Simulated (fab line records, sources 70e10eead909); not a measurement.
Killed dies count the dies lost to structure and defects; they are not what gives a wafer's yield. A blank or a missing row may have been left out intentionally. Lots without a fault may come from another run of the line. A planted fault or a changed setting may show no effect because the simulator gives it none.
fab line records | flow nand_harc
[record] lots = 5 | wafers = 15 | last_day = 23
route steps=1159 shown A_CHANNEL_HOLE_D1@455 A_CHANNEL_FILL_D1@490 END@1159
lots that met no fault: taken from a fault-free run of the same line
start_h: the number of hours between the record's first day and the start of the first shown wafer of the lot | wait_h: hours from the lot's prior step to this one | " the same as in the row above | L1.1+2: a row that stands for several wafers | - no value, or no start given | * or withheld: withheld | < > ~ a bound
route shown NAME@n: a module of which the file shows steps, and the number in the route of the first | usual: mean/standard deviation of fault-free wafers | same: alike in all rows | chamber/n: place in a boat | sites: the reading at each site | _std_site: standard deviation of those values | _edge_site: the outer-site mean with the inner-site mean subtracted | radius_mm: how far each site lies from the wafer's centre | mask NAME#n: copy n | behind: the tool/chamber that last shaped the wafer | hold: the reason the lot was held/the length of the hold in hours/how it ended | device: the transistor (n, p or np) that didn't switch | end of line: the same wafers' tests at the end of the route | for a step that has no rows: nothing shown but its recipe | killed: not the wafer's yield, but the dies lost to structure and defects at the first sort | map: shows each die of a wafer: x if killed, . if not, _ if none is there
set.NAME: setting as actually run; set.NAME@STEP: the setting as run at that earlier step | model.NAME: the simulator's own value behind a step, which no gauge read
lots at some steps of the route; a table a step, a row a wafer
services: the hour from which a tool's chamber was out of use, counted from the record's first day as start_h (under 0 if before that day), plus the number of hours and why
[[steps]]
[step NHARC_A_CHANNEL_HOLE_D1_COAT_37]
[recipe] temp_c = 225 | time_s = 65
[step NHARC_A_CHANNEL_HOLE_D1_COAT_04]
[recipe] spin_rpm = 1500 | resist_thk_nm = 90
[step NHARC_A_CHANNEL_HOLE_D1_SOFTBAKE_05]
[recipe] temp_c = 105 | time_s = 55
[step NHARC_A_CHANNEL_HOLE_D1_EBR_06]
[step NHARC_A_CHANNEL_HOLE_D1_EXPOSE_07]
[recipe] na = 1.35 | target_cd_nm = 100 | sigma_outer = 0.3 | dose_mj = 59.65 | mask_id = HOLE_D1
[step NHARC_A_CHANNEL_HOLE_D1_PEB_08]
[recipe] peb_temp_c = 100 | peb_time_s = 65
[step NHARC_A_CHANNEL_HOLE_D1_DEVELOP_09]
[recipe] develop_time_s = 35 | dev_temp_c = 23
[step NHARC_A_CHANNEL_HOLE_D1_DESCUM_15]
[recipe] time_s = 3 | o2_flow_sccm = 200 | ar_flow_sccm = 0 | bias_power_w = 0 | chemistry = O2
[step NHARC_A_CHANNEL_HOLE_D1_ETCH_38]
[recipe] target_depth_a = 390 | over_etch_frac = 0.3 | time_s = 65 | ion_energy_ev = 80 | cf4_flow_sccm = 150 | ar_flow_sccm = 0 | rf_w = 300 | bias_w = 100 | chemistry = CF4
[step NHARC_A_CHANNEL_HOLE_D1_ETCH_39]
[recipe] target_depth_a = 2600 | over_etch_frac = 0.3 | time_s = 325 | ion_energy_ev = 200 | n2_flow_sccm = 150 | h2_flow_sccm = 150 | ar_flow_sccm = 0 | rf_w = 400 | bias_w = 150 | chemistry = N2/H2
[usual] drypump_motor_current_A = 5.6/0.47 | n2_flow_sccm = 150.0/0.4 | oes_product_au = 0.998/0.015 | rf_vpp_V = 429.5/2.9 | showerhead_plenum_p_Torr = 2.01/0.1 | throttle_valve_pct = 14.171/0.0085
[same] over_etch_frac = 0.3
lot.wafer | tool        | chamber | start_h | wait_h | drypump_motor_current_A | n2_flow_sccm | oes_product_au | rf_hours_counter_h | rf_vpp_V | showerhead_plenum_p_Torr | throttle_valve_pct
L908.1    | rie_diel-02 | 3       | 191.37  | -      | 5.1                     | 150.3        | 0.973          | 1                  | 426.8    | 1.90                     | 14.168
L908.6    | "           | 1       | "       | "      | 5.2                     | 150.0        | 1.012          | -                  | 427.4    | 1.91                     | 14.178
L908.5    | "           | 2       | "       | "      | 6.5                     | 150.2        | 1.016          | -                  | 427.6    | 1.95                     | 14.181
L921.3    | rie_diel-02 | 2       | 261.76  | -      | 6.5                     | 149.7        | 1.010          | 6                  | 427.4    | 1.95                     | 14.157
L921.1    | "           | 1       | "       | "      | 5.2                     | 149.6        | 0.987          | 4                  | 427.3    | 1.91                     | 14.162
L921.6    | "           | 3       | "       | "      | 5.1                     | 150.5        | 0.980          | -                  | 427.1    | 1.90                     | 14.194
L922.2    | rie_diel-02 | 2       | 270.46  | -      | 6.5                     | 149.8        | 1.002          | 7                  | 426.6    | 1.95                     | 14.172
L922.6    | "           | 0       | "       | "      | 5.7                     | 149.8        | 0.989          | -                  | 426.9    | 1.91                     | 14.169
L922.5    | "           | 1       | "       | "      | 5.2                     | 149.9        | 0.990          | -                  | 426.5    | 1.91                     | 14.156
L923.4    | rie_diel-02 | 1       | 276.41  | -      | 5.2                     | 149.7        | 0.988          | 5                  | 428.9    | 1.91                     | 14.179
L923.2    | "           | 2       | "       | "      | 6.5                     | 149.7        | 1.003          | 7                  | 427.4    | 1.94                     | 14.190
L923.1    | "           | 3       | "       | "      | 5.1                     | 149.6        | 0.986          | 7                  | 426.4    | 1.90                     | 14.153
L926.2    | rie_diel-07 | 0       | 284.26  | -      | 5.7                     | 149.9        | 0.976          | 4                  | 431.0    | 2.05                     | 14.162
L926.5    | "           | 1       | "       | "      | 5.5                     | 149.9        | 1.002          | -                  | 430.5    | 2.03                     | 14.171
L926.6    | "           | 2       | "       | "      | 6.5                     | 150.5        | 1.007          | -                  | 429.8    | 1.99                     | 14.165
[step NHARC_A_CHANNEL_HOLE_D1_ETCH_34]
[recipe] target_depth_a = 1540 | time_s = 77 | cf4_flow_sccm = 100 | chf3_flow_sccm = 30 | ar_flow_sccm = 0 | rf_w = 500 | bias_w = 200 | chemistry = CF4/CHF3
[step NHARC_A_CHANNEL_HOLE_D1_ETCH_16]
[recipe] target_depth_a = 31000 | over_etch_frac = 0.3 | time_s = 806 | ion_energy_ev = 150 | o2_flow_sccm = 400 | cos_flow_sccm = 20 | ar_flow_sccm = 0 | rf_w = 500 | bias_w = 300 | chemistry = O2/COS
[step NHARC_A_CHANNEL_HOLE_D1_ETCH_19]
[recipe] bias_v = 1200 | source_w = 2500 | pressure_mtorr = 15 | time_s = 34.5 | ar_flow_sccm = 375 | c4f8_flow_sccm = 28.8 | o2_flow_sccm = 96.2 | temp_c = -20 | target_depth_a = * | chemistry = C4F8/O2/Ar
[step NHARC_A_CHANNEL_HOLE_D1_ETCH_20]
[recipe] bias_v = 3000 | source_w = withheld | pressure_mtorr = 20 | time_s = 361.9 | ar_flow_sccm = 375 | c4f8_flow_sccm = 89.3 | o2_flow_sccm = 35.7 | temp_c = -20 | target_depth_a = 16000 | chemistry = C4F8/O2/Ar
[step NHARC_A_CHANNEL_HOLE_D1_ETCH_21]
[recipe] bias_v = 3000 | source_w = withheld | pressure_mtorr = 20 | time_s = 514.3 | ar_flow_sccm = 375 | c4f8_flow_sccm = 89.3 | o2_flow_sccm = 35.7 | temp_c = -20 | target_depth_a = 16000 | chemistry = C4F8/O2/Ar
[step NHARC_A_CHANNEL_HOLE_D1_ETCH_22]
[recipe] bias_v = 3000 | source_w = withheld | pressure_mtorr = 20 | time_s = 666.7 | ar_flow_sccm = 375 | c4f8_flow_sccm = 89.3 | o2_flow_sccm = 35.7 | temp_c = -20 | target_depth_a = 16000 | chemistry = C4F8/O2/Ar
[step NHARC_A_CHANNEL_HOLE_D1_ETCH_23]
[recipe] bias_v = 5000 | source_w = withheld | pressure_mtorr = 20 | time_s = 819 | ar_flow_sccm = 375 | c4f8_flow_sccm = 89.3 | o2_flow_sccm = 35.7 | temp_c = -20 | target_depth_a = 16000 | chemistry = C4F8/O2/Ar
[step NHARC_A_CHANNEL_HOLE_D1_ETCH_24]
[recipe] bias_v = 5000 | source_w = withheld | pressure_mtorr = 20 | time_s = 906.2 | ar_flow_sccm = 375 | c4f8_flow_sccm = 93.8 | o2_flow_sccm = 31.2 | temp_c = -20 | target_depth_a = 15000 | chemistry = C4F8/O2/Ar
[step NHARC_A_CHANNEL_HOLE_D1_ETCH_25]
[recipe] bias_v = 5000 | source_w = withheld | pressure_mtorr = 20 | time_s = 1040.2 | ar_flow_sccm = 375 | c4f8_flow_sccm = 93.8 | o2_flow_sccm = 31.2 | temp_c = -20 | target_depth_a = 15000 | chemistry = C4F8/O2/Ar
[step NHARC_A_CHANNEL_HOLE_D1_ETCH_26]
[recipe] bias_v = 300 | source_w = 2000 | pressure_mtorr = 30 | time_s = 224.1 | ar_flow_sccm = 375 | c4f8_flow_sccm = 11.4 | o2_flow_sccm = 113.6 | temp_c = -20 | target_depth_a = 3000 | chemistry = C4F8/O2/Ar
[step NHARC_A_CHANNEL_HOLE_D1_ETCH_33]
[recipe] bias_v = 400 | source_w = 2000 | pressure_mtorr = 25 | time_s = 90 | ar_flow_sccm = 375 | c4f8_flow_sccm = 41.7 | o2_flow_sccm = 83.3 | temp_c = -20 | target_depth_a = 4000 | chemistry = C4F8/O2/Ar
[step NHARC_A_CHANNEL_HOLE_D1_STRIP_41]
[recipe] n2_flow_sccm = 150 | h2_flow_sccm = 150 | ar_flow_sccm = 0 | bias_w = 0 | chemistry = N2/H2
[step NHARC_A_CHANNEL_HOLE_D1_STRIP_42]
[recipe] cf4_flow_sccm = 100 | chf3_flow_sccm = 30 | ar_flow_sccm = 0 | bias_w = 0 | chemistry = CF4/CHF3
[step NHARC_A_CHANNEL_HOLE_D1_STRIP_43]
[recipe] o2_flow_sccm = 400 | cos_flow_sccm = 20 | ar_flow_sccm = 0 | bias_w = 0 | chemistry = O2/COS
[step NHARC_A_CHANNEL_HOLE_D1_ETCH_44]
[recipe] target_depth_a = 1400 | overetch_a = 140 | time_s = 77 | ion_energy_ev = 100 | cf4_flow_sccm = 80 | o2_flow_sccm = 20 | ar_flow_sccm = 0 | rf_w = 300 | bias_w = 100 | chemistry = CF4/O2
[step NHARC_A_CHANNEL_HOLE_D1_STRIP_27]
[recipe] o2_flow_sccm = 500 | ar_flow_sccm = 0 | bias_w = 0 | chemistry = O2
[step NHARC_A_CHANNEL_HOLE_D1_PRECLEAN_28]
[recipe] time_s = * | temp_c = 50 | bath_age_min = 0 | chemistry = SC1
[step NHARC_A_CHANNEL_HOLE_D1_SRD_29]
[step NHARC_A_CHANNEL_HOLE_D1_XSEM_31]
[recipe] landing_energy_ev = 35000
[step NHARC_A_CHANNEL_HOLE_D1_INSPECT_40]
[usual] raw_defect_count = 59/17
lot.wafer | tool              | chamber | start_h | wait_h | raw_defect_count
L908.1    | defect_inspect-01 | -       | 198.03  | -      | 60
L908.5    | "                 | -       | "       | "      | 57
L908.6    | "                 | -       | "       | "      | 59
L921.1    | defect_inspect-02 | -       | 268.48  | -      | 665
L921.3    | "                 | -       | "       | "      | 673
L921.6    | "                 | -       | "       | "      | 706
L922.2    | defect_inspect-02 | -       | 277.18  | -      | 729
L922.5    | "                 | -       | "       | "      | 675
L922.6    | "                 | -       | "       | "      | 703
L923.1    | defect_inspect-01 | -       | 283.51  | -      | 697
L923.2    | "                 | -       | "       | "      | 661
L923.4    | "                 | -       | "       | "      | 709
L926.2    | defect_inspect-01 | -       | 291.14  | -      | 54
L926.5    | "                 | -       | "       | "      | 62
L926.6    | "                 | -       | "       | "      | 42
[step NHARC_A_CHANNEL_FILL_D1_PRECLEAN_00]
[recipe] time_s = * | temp_c = 50 | bath_age_min = 0 | chemistry = SC1
[step NHARC_END_SORT_01]
[recipe] temp_c = 25
[usual] killed_at_array = 26/9.7 | killed_at_other = 1.0/1.2 | killed_at_periphery = 3.9/2.6 | killed_dies = 31/9.7 | killed_open = 3.2/1.8 | killed_short = 2.0/1.3
[same] gross_dies = 677
lot.wafer | tool      | chamber | start_h | wait_h | killed_at_array | killed_at_other | killed_at_periphery | killed_dies | killed_open | killed_short
L921.1    | prober-02 | 0       | 515.36  | 2.5    | 48              | 0               | 1                   | 49          | 3           | 1
L921.3    | prober-02 | 0       | 516.93  | 3.1    | 112             | 0               | 3                   | 115         | 4           | 0
L921.6    | prober-02 | 0       | 519.30  | 3.9    | 117             | 0               | 1                   | 118         | 6           | 3
L923.1    | prober-01 | 0       | 542.17  | 2.5    | 124             | 0               | 2                   | 126         | 3           | 0
L923.2    | prober-01 | 0       | 542.97  | 2.8    | 107             | 1               | 5                   | 113         | 5           | 4
L923.4    | prober-01 | 0       | 544.55  | 3.4    | 70              | 0               | 6                   | 76          | 4           | 2
L922.2    | prober-01 | 0       | 550.71  | 2.8    | 112             | 0               | 0                   | 112         | 2           | 1
L922.5    | prober-01 | 0       | 553.09  | 3.7    | 73              | 0               | 0                   | 73          | 1           | 4
L922.6    | prober-01 | 0       | 553.88  | 4.0    | 82              | 0               | 4                   | 86          | 5           | 1
// killed by level:class
L921.1 A_CHANNEL_HOLE_D1:unspecified=23 A_CHANNEL_HOLE_D1:chamber_film_flake=13 A_CONTACT:chamber_film_flake=5 A_STAIRCASE:chamber_film_flake=2 A_ONON_D1:geometric_particle:short=1 A_ONON_D1:geometric_particle:open=1 A_CHANNEL_FILL_D1:geometric_particle:open=1 A_CONTACT:geometric_particle:open=1
L921.3 A_CHANNEL_HOLE_D1:unspecified=85 A_CHANNEL_HOLE_D1:chamber_film_flake=19 P_ZERO_WELL:chamber_film_flake=2 A_STAIRCASE:chamber_film_flake=2 P_GATE:geometric_particle:open=1 A_CHANNEL_HOLE_D1:geometric_particle:open=1 A_CONTACT:geometric_particle:open=1 A_BLC:geometric_particle:open=1
L921.6 A_CHANNEL_HOLE_D1:unspecified=88 A_CHANNEL_HOLE_D1:chamber_film_flake=16 A_CONTACT:chamber_film_flake=3 A_CHANNEL_FILL_D1:geometric_particle:open=2 A_WL_FILL:geometric_particle:open=2 A_SOURCE_PLATE:geometric_particle:short=1 A_ONON_D1:geometric_particle:open=1 A_CHANNEL_HOLE_D1:geometric_particle:short=1
L923.1 A_CHANNEL_HOLE_D1:unspecified=88 A_CHANNEL_HOLE_D1:chamber_film_flake=18 A_SLIT:chamber_film_flake=14 P_STI:geometric_particle:open=1 A_CHANNEL_FILL_D1:geometric_particle:open=1 A_BLC:geometric_particle:open=1 P_M2:chamber_film_flake=1 A_WL_FILL:chamber_film_flake=1
L923.2 A_CHANNEL_HOLE_D1:unspecified=78 A_CHANNEL_HOLE_D1:chamber_film_flake=17 A_SLIT:chamber_film_flake=3 A_WL_FILL:geometric_particle:short=2 A_STAIRCASE:chamber_film_flake=2 P_M2:chamber_film_flake=2 P_M0:geometric_particle:open=1 P_M0:geometric_particle:short=1
L923.4 A_CHANNEL_HOLE_D1:unspecified=24 A_SLIT:chamber_film_flake=24 A_CHANNEL_HOLE_D1:chamber_film_flake=14 P_M2:chamber_film_flake=3 A_BLC:geometric_particle:open=2 P_ZERO_WELL:chamber_film_flake=2 A_SOURCE_PLATE:geometric_particle:short=1 A_ONON_D1:geometric_particle:open=1
L922.2 A_CHANNEL_HOLE_D1:unspecified=85 A_CHANNEL_HOLE_D1:chamber_film_flake=18 A_CONTACT:chamber_film_flake=4 A_M0:geometric_particle:open=2 A_SLIT:chamber_film_flake=2 A_WL_FILL:geometric_particle:short=1
L922.5 A_CHANNEL_HOLE_D1:unspecified=24 A_CHANNEL_HOLE_D1:chamber_film_flake=24 A_SLIT:chamber_film_flake=9 A_CONTACT:chamber_film_flake=7 A_CHANNEL_FILL_D1:geometric_particle:short=2 A_STAIRCASE:chamber_film_flake=2 A_CHANNEL_HOLE_D1:geometric_particle:short=1 A_CHANNEL_FILL_D1:geometric_particle:open=1
L922.6 A_CHANNEL_HOLE_D1:unspecified=40 A_SLIT:chamber_film_flake=17 A_CHANNEL_HOLE_D1:chamber_film_flake=12 A_CONTACT:chamber_film_flake=8 P_CONTACT:geometric_particle:open=1 P_M0:geometric_particle:open=1 P_M1:geometric_particle:open=1 A_WL_FILL:geometric_particle:open=1
// map L921.6 (x killed, . not)
____________.____________
_________......._________
_______..........._______
______..x..........______
_____..............._____
____.................____
____x................____
___.............x.....___
___...........x.......___
__..................x..__
__...x..........x......__
_............xxx........_
_....x..x...x.xxxx.....x_
_...........x.xxxxx....._
_..........xxxxxxxxx...._
_..........xxxxxxxxx...._
...........xxxxxxxx..x...
...........xxxxxxxxx.....
...........xxxxxxxx......
............xxxxxxxx.....
............xxxxxxx......
_..........xxxxxxx......_
_............xxxxx......_
_...........xx.xxx......_
_.............xxx......._
_............x.xx......._
__..........x.xx.......__
__...........xx........__
___...x.......x.......___
___.........x...x.....___
____................x____
____...........x.....____
_____..............._____
______.............______
_______..........._______
_________...x..._________
____________.____________
// map L922.2 (x killed, . not)
____________.____________
_________......._________
_______..........._______
______.............______
_____..............._____
____................x____
____.................____
___...................___
___x..................___
__.....................__
__................x.xx.__
_................xxxxxx._
_.................xxxxxx_
_................xxxxxxx_
_...............xxxxxxxx_
_..x...........xxxxxxxxx_
...............xxxxxxxxxx
................xxxxxxxx.
....x...........xxxxxxxx.
...............xx.xxxxx..
............x....xxxxxxx.
_...x......x.......xxxx._
_............x....x.xxx._
_............x....x..x.._
_.........x...x........._
_...........xxxx........_
__..............xx.....__
__.............xx......__
___...........x.x.....___
___...................___
____.........x..x....____
____.................____
_____..............._____
______.............______
_______..........._______
_________......._________
____________.____________
[[services]]
tool        | chamber | start_h | hours | kind
rie_diel-02 | 1       | 181.34  | 9.4   | repair
rie_diel-02 | 0       | 184.20  | -     | clean
rie_diel-02 | 2       | 184.20  | -     | clean
rie_diel-02 | 3       | 184.20  | -     | clean
rie_diel-02 | 0       | 208.70  | -     | clean
rie_diel-02 | 1       | 208.70  | -     | clean
rie_diel-02 | 2       | 208.70  | -     | clean
rie_diel-02 | 3       | 208.70  | -     | clean
rie_diel-07 | 1       | 220.01  | 5.2   | repair
rie_diel-02 | 1       | 220.25  | 10.4  | repair
rie_diel-07 | -       | 228.20  | 9.0   | pm
rie_diel-02 | 0       | 233.20  | -     | clean
rie_diel-02 | 1       | 233.20  | -     | clean
rie_diel-02 | 2       | 233.20  | -     | clean
rie_diel-02 | 3       | 233.20  | -     | clean
rie_diel-02 | 1       | 236.55  | 9.9   | repair
rie_diel-07 | 2       | 245.97  | 3.8   | repair
rie_diel-02 | 1       | 251.87  | 4.1   | repair
rie_diel-02 | -       | 257.21  | 0.9   | repair
rie_diel-07 | 1       | 276.71  | 1.2   | repair
rie_diel-02 | 0       | 282.20  | -     | clean
rie_diel-02 | 1       | 282.20  | -     | clean
rie_diel-02 | 2       | 282.20  | -     | clean
rie_diel-02 | 3       | 282.20  | -     | clean
[[key]]
[first_sign] step = NHARC_A_CHANNEL_HOLE_D1_INSPECT_40 | reading = raw_defect_count | direction = up | sigmas = 38 | usual = 59 | struck = 691
[effect] step = NHARC_END_SORT_01 | reading = killed_at_array | direction = up | sigmas = 7 | usual = 26 | struck = 94
[more_kills_born_at] NHARC_A_CHANNEL_HOLE_D1_ETCH_39@rie_diel-02 = 535
met_at NHARC_A_CHANNEL_HOLE_D1_ETCH_39
struck_wafers L921.1,L921.3,L921.6,L922.2,L922.5,L922.6,L923.1,L923.2,L923.4
tester_left_out L921,L922,L923
onset_between 191.37 261.76
[fault] kind = chamber_particle_source | tool = rie_diel-02 | chamber = - | onset_h = 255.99 | steps = NHARC_A_CHANNEL_HOLE_D1_ETCH_39 | rate_per_visit_cm2 = 0.97067 | end_h = 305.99
// tester_left_out: of these lots the tester's yield and bins aren't shown, on N5 and GAA mostly nor the transistor test; their killed dies are dies lost to structure and defects alone, not to doping, threshold or leakage, so they don't give the yield
